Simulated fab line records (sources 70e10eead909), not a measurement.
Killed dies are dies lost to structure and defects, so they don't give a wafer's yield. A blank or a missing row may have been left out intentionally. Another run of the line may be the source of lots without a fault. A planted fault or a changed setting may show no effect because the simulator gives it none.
Chamber matching	flow nand harc	NHARC_A_WL_FILL_STRIP_29 on rie diel-10: 4 sister chambers
The step strips in O2, time 20 s. 8 wafers are shown with their chamber, then 9 later ones without.

WAFERS WITH THEIR CHAMBER
wafer	chamber	drypump motor current A (A)	oes product au (a.u.)
L088.1	1	6.2	1.008
L088.3	0	6.0	1.002
L092.1	3	5.6	1.020
L092.2	0	6.0	0.988
L092.3	2	5.7	1.002
L092.4	1	6.2	0.994
L092.5	3	5.6	1.020
L092.6	2	5.6	1.008

WAFERS WITH NO CHAMBER GIVEN
wafer	drypump motor current A (A)	oes product au (a.u.)
L094.1	6.2	0.998
L094.2	6.0	0.981
L094.3	5.6	1.005
L094.4	5.6	1.000
L094.5	5.7	1.009
L094.6	6.1	0.993
L096.2	5.6	1.017
L096.3	6.2	1.014
L096.4	5.6	1.023

EACH ONE'S CHAMBER
wafer	from the rows above	in truth
L094.1	1	1
L094.2	0	0
L094.3	can't be placed: 2 or 3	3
L094.4	can't be placed: 2 or 3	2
L094.5	can't be placed: 2 or 3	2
L094.6	can't be placed: 0 or 1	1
L096.2	can't be placed: 3 or 2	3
L096.3	1	1
L096.4	3	3
4 of 9 placed correctly. From these rows, 5 cannot be placed; in 5 the true chamber is one of the candidates. Wrongly placed: 0.
How it was worked out, from the rows above alone: a wafer's distance from a chamber is the root of the sum, over the readings, of the square of ((its reading less the chamber's mean) divided by the reading's scatter). If the next closest chamber is less than 2 further off than the closest, the wafer can't be placed; otherwise it belongs to the closest. For every chamber, the mean is computed from those of its wafers that are shown. The scatter: take each reading less its chamber's mean, square it, sum over the shown wafers, divide by the number of wafers less the number of chambers, and take the root.
